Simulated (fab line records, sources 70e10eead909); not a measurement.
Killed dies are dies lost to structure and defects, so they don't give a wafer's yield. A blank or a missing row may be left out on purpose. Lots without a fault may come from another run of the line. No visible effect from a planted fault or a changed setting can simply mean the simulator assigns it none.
What tool caused it? / flow nand harc / 72 wafers from 24 lots sampled at 2 of the route's 1302 steps

## WHAT THE GAUGES SHOWED, per wafer
NHARC_A_SLIT_CD_MEAS_09: the cd target is 300 nm. Usual: cd nm at 300.0 nm, with a standard deviation of 0.53.
lot=L074; measured=day 19 14:47; on=cd sem-02; cd nm (nm)=300.9 299.9 300.3; flag=
lot=L075; measured=day 19 21:47; on=cd sem-01; cd nm (nm)=300.3 299.9 299.7; flag=
lot=L076; measured=day 19 22:11; on=cd sem-02; cd nm (nm)=300.0 300.5 299.4; flag=
lot=L078; measured=day 21 11:14; on=cd sem-03; cd nm (nm)=300.6 300.8 300.1; flag=
lot=L077; measured=day 21 11:57; on=cd sem-01; cd nm (nm)=299.9 299.5 299.6; flag=
lot=L079; measured=day 22 01:24; on=cd sem-03; cd nm (nm)=300.0 300.0 300.5; flag=
lot=L080; measured=day 22 00:04; on=cd sem-01; cd nm (nm)=300.0 300.5 300.4; flag=
lot=L081; measured=day 22 12:16; on=cd sem-01; cd nm (nm)=299.2 299.4 299.5; flag=
lot=L083; measured=day 23 11:48; on=cd sem-01; cd nm (nm)=298.9 300.1 300.3; flag=
lot=L082; measured=day 23 12:44; on=cd sem-03; cd nm (nm)=299.8 299.8 299.7; flag=
lot=L085; measured=day 24 16:50; on=cd sem-02; cd nm (nm)=299.3 299.3 299.7; flag=
lot=L084; measured=day 24 17:29; on=cd sem-01; cd nm (nm)=299.9 300.0 301.0; flag=
lot=L086; measured=day 25 00:58; on=cd sem-02; cd nm (nm)=300.3 299.9 299.7; flag=
lot=L087; measured=day 25 08:43; on=cd sem-03; cd nm (nm)=300.4 300.2 300.4; flag=
lot=L089; measured=day 26 09:46; on=cd sem-02; cd nm (nm)=300.5 299.7 300.6; flag=
lot=L090; measured=day 26 14:19; on=cd sem-01; cd nm (nm)=300.5 300.5 299.9; flag=
lot=L088; measured=day 26 14:47; on=cd sem-03; cd nm (nm)=299.4 299.3 299.2; flag=
lot=L093; measured=day 27 04:38; on=cd sem-03; cd nm (nm)=300.2 300.7 300.2; flag=
lot=L092; measured=day 27 07:20; on=cd sem-02; cd nm (nm)=300.5 300.6 299.4; flag=
lot=L091; measured=day 27 08:33; on=cd sem-03; cd nm (nm)=299.4 299.1 300.1; flag=
lot=L094; measured=day 28 11:42; on=cd sem-01; cd nm (nm)=300.3 300.5 300.8; flag=
lot=L095; measured=day 28 12:48; on=cd sem-01; cd nm (nm)=298.9 299.7 299.4; flag=
lot=L097; measured=day 29 05:05; on=cd sem-01; cd nm (nm)=300.1 299.2 300.2; flag=
lot=L096; measured=day 29 08:38; on=cd sem-01; cd nm (nm)=300.5 299.9 299.3; flag=

## TOOL THAT RAN EACH LOT (tool first, then ch and the chambers of the sampled wafers, then the start)
lot=L074; NHARC_A_SGD_CUT_STRIP_28=rie diel-13 ch 0,2,3, day 19 09:50
lot=L075; NHARC_A_SGD_CUT_STRIP_28=rie diel-05 ch 0,2, day 19 21:47 or earlier
lot=L076; NHARC_A_SGD_CUT_STRIP_28=rie diel-10 ch 1,2,3, day 19 22:11 or earlier
lot=L078; NHARC_A_SGD_CUT_STRIP_28=rie diel-10 ch 2,3, day 21 11:14 or earlier
lot=L077; NHARC_A_SGD_CUT_STRIP_28=rie diel-13 ch 1,3, day 21 11:57 or earlier
lot=L079; NHARC_A_SGD_CUT_STRIP_28=rie diel-13 ch 0,2,3, day 22 01:24 or earlier
lot=L080; NHARC_A_SGD_CUT_STRIP_28=rie diel-10 ch 0,1,2, day 22 00:04 or earlier
lot=L081; NHARC_A_SGD_CUT_STRIP_28=rie diel-05 ch 2,3, day 22 06:40
lot=L083; NHARC_A_SGD_CUT_STRIP_28=rie diel-13 ch 0,1,3, day 23 11:48 or earlier
lot=L082; NHARC_A_SGD_CUT_STRIP_28=rie diel-05 ch 1,3, day 23 12:44 or earlier
lot=L085; NHARC_A_SGD_CUT_STRIP_28=rie diel-10 ch 0,1, day 24 16:50 or earlier
lot=L084; NHARC_A_SGD_CUT_STRIP_28=rie diel-13 ch 0,2,3, day 24 17:29 or earlier
lot=L086; NHARC_A_SGD_CUT_STRIP_28=rie diel-05 ch 0,2,3, day 25 00:58 or earlier
lot=L087; NHARC_A_SGD_CUT_STRIP_28=rie diel-05 ch 0,1,3, day 25 08:43 or earlier
lot=L089; NHARC_A_SGD_CUT_STRIP_28=rie diel-05 ch 1,2,3, day 26 09:46 or earlier
lot=L090; NHARC_A_SGD_CUT_STRIP_28=rie diel-13 ch 0,1,3, day 26 14:19 or earlier
lot=L088; NHARC_A_SGD_CUT_STRIP_28=rie diel-10 ch 1,2, day 26 14:47 or earlier
lot=L093; NHARC_A_SGD_CUT_STRIP_28=rie diel-13 ch 1,2,3, day 27 04:38 or earlier
lot=L092; NHARC_A_SGD_CUT_STRIP_28=rie diel-05 ch 0,1,3, day 27 07:20 or earlier
lot=L091; NHARC_A_SGD_CUT_STRIP_28=rie diel-10 ch 0,1,2, day 27 08:33 or earlier
lot=L094; NHARC_A_SGD_CUT_STRIP_28=rie diel-10 ch 2,3, day 28 11:42 or earlier
lot=L095; NHARC_A_SGD_CUT_STRIP_28=rie diel-05 ch 0,1,3, day 28 12:48 or earlier
lot=L097; NHARC_A_SGD_CUT_STRIP_28=rie diel-05 ch 0,1,3, day 29 05:05 or earlier
lot=L096; NHARC_A_SGD_CUT_STRIP_28=rie diel-13 ch 0,1,3, day 29 08:38 or earlier
- NHARC_A_SGD_CUT_STRIP_28: strips in O2, time 20 s.

## WHAT THE TOOLS THEMSELVES READ (means of the sampled wafers that have a number; where no wafer has one, the mark that the record gives instead)
NHARC_A_SGD_CUT_STRIP_28. Usual: drypump motor current A 5.8 A, standard deviation 0.55; oes product au 1.001 a.u., standard deviation 0.011; rf vpp V 57.8 V, standard deviation 0.85; showerhead plenum p Torr 3.50 Torr, standard deviation 0.11; throttle valve pct 17.037 %, standard deviation 0.0087.
lot=L074; tool=rie diel-13; drypump motor current A (A)=6.1; oes product au (a.u.)=1.012; rf vpp V (V)=58.1; showerhead plenum p Torr (Torr)=3.47; throttle valve pct (%)=17.041; flag=
lot=L075; tool=rie diel-05; drypump motor current A (A)=5.2; oes product au (a.u.)=1.010; rf vpp V (V)=57.7; showerhead plenum p Torr (Torr)=3.47; throttle valve pct (%)=17.033; flag=
lot=L076; tool=rie diel-10; drypump motor current A (A)=5.9; oes product au (a.u.)=0.995; rf vpp V (V)=57.2; showerhead plenum p Torr (Torr)=3.54; throttle valve pct (%)=17.027; flag=
lot=L078; tool=rie diel-10; drypump motor current A (A)=6.1; oes product au (a.u.)=1.004; rf vpp V (V)=57.5; showerhead plenum p Torr (Torr)=3.48; throttle valve pct (%)=17.042; flag=
lot=L077; tool=rie diel-13; drypump motor current A (A)=5.5; oes product au (a.u.)=0.990; rf vpp V (V)=58.9; showerhead plenum p Torr (Torr)=3.68; throttle valve pct (%)=17.035; flag=
lot=L079; tool=rie diel-13; drypump motor current A (A)=6.1; oes product au (a.u.)=1.004; rf vpp V (V)=58.3; showerhead plenum p Torr (Torr)=3.47; throttle valve pct (%)=17.032; flag=
lot=L080; tool=rie diel-10; drypump motor current A (A)=5.8; oes product au (a.u.)=1.000; rf vpp V (V)=57.1; showerhead plenum p Torr (Torr)=3.48; throttle valve pct (%)=17.037; flag=
lot=L081; tool=rie diel-05; drypump motor current A (A)=5.6; oes product au (a.u.)=1.006; rf vpp V (V)=58.0; showerhead plenum p Torr (Torr)=3.49; throttle valve pct (%)=17.035; flag=
lot=L083; tool=rie diel-13; drypump motor current A (A)=6.1; oes product au (a.u.)=0.996; rf vpp V (V)=57.8; showerhead plenum p Torr (Torr)=3.57; throttle valve pct (%)=17.033; flag=
lot=L082; tool=rie diel-05; drypump motor current A (A)=6.2; oes product au (a.u.)=1.004; rf vpp V (V)=58.0; showerhead plenum p Torr (Torr)=3.39; throttle valve pct (%)=17.042; flag=
lot=L085; tool=rie diel-10; drypump motor current A (A)=5.6; oes product au (a.u.)=1.006; rf vpp V (V)=57.8; showerhead plenum p Torr (Torr)=3.53; throttle valve pct (%)=17.042; flag=
lot=L084; tool=rie diel-13; drypump motor current A (A)=6.1; oes product au (a.u.)=1.004; rf vpp V (V)=58.2; showerhead plenum p Torr (Torr)=3.47; throttle valve pct (%)=17.037; flag=
lot=L086; tool=rie diel-05; drypump motor current A (A)=5.4; oes product au (a.u.)=1.011; rf vpp V (V)=57.2; showerhead plenum p Torr (Torr)=3.50; throttle valve pct (%)=17.034; flag=
lot=L087; tool=rie diel-05; drypump motor current A (A)=5.8; oes product au (a.u.)=1.006; rf vpp V (V)=57.0; showerhead plenum p Torr (Torr)=3.46; throttle valve pct (%)=17.036; flag=
lot=L089; tool=rie diel-05; drypump motor current A (A)=5.8; oes product au (a.u.)=0.996; rf vpp V (V)=58.1; showerhead plenum p Torr (Torr)=3.42; throttle valve pct (%)=17.042; flag=
lot=L090; tool=rie diel-13; drypump motor current A (A)=6.0; oes product au (a.u.)=0.992; rf vpp V (V)=58.8; showerhead plenum p Torr (Torr)=3.57; throttle valve pct (%)=17.032; flag=
lot=L088; tool=rie diel-10; drypump motor current A (A)=5.6; oes product au (a.u.)=0.999; rf vpp V (V)=57.7; showerhead plenum p Torr (Torr)=3.53; throttle valve pct (%)=17.032; flag=
lot=L093; tool=rie diel-13; drypump motor current A (A)=5.6; oes product au (a.u.)=1.003; rf vpp V (V)=58.6; showerhead plenum p Torr (Torr)=3.58; throttle valve pct (%)=17.039; flag=
lot=L092; tool=rie diel-05; drypump motor current A (A)=5.7; oes product au (a.u.)=0.992; rf vpp V (V)=57.8; showerhead plenum p Torr (Torr)=3.46; throttle valve pct (%)=17.038; flag=
lot=L091; tool=rie diel-10; drypump motor current A (A)=5.8; oes product au (a.u.)=1.010; rf vpp V (V)=58.7; showerhead plenum p Torr (Torr)=3.48; throttle valve pct (%)=17.034; flag=
lot=L094; tool=rie diel-10; drypump motor current A (A)=6.1; oes product au (a.u.)=1.000; rf vpp V (V)=57.7; showerhead plenum p Torr (Torr)=3.48; throttle valve pct (%)=17.041; flag=
lot=L095; tool=rie diel-05; drypump motor current A (A)=5.7; oes product au (a.u.)=0.989; rf vpp V (V)=57.5; showerhead plenum p Torr (Torr)=3.46; throttle valve pct (%)=17.036; flag=
lot=L097; tool=rie diel-05; drypump motor current A (A)=5.7; oes product au (a.u.)=0.998; rf vpp V (V)=57.7; showerhead plenum p Torr (Torr)=3.46; throttle valve pct (%)=17.040; flag=
lot=L096; tool=rie diel-13; drypump motor current A (A)=6.0; oes product au (a.u.)=1.011; rf vpp V (V)=58.5; showerhead plenum p Torr (Torr)=3.57; throttle valve pct (%)=17.032; flag=

## THE ANSWER, worked out from the rows above alone
Rule: a lot is off if the mean of its wafers that have a number lies more than 3 standard deviations from the usual mean. A lot without any number at a reading at which 4 lots or more have one is off too. Any other lot the step has rows for is counted as sound. The gauges are gone through in route order, then the tools' own readings, and for those a lot's mean is taken as printed above. The first step at which some lot is off is used, and at that step the reading that is off furthest; a lot without a number counts as furthest.
No lot is off at any reading shown: from this, nothing can be told.

## WHAT WAS PUT IN BY THE SIMULATOR
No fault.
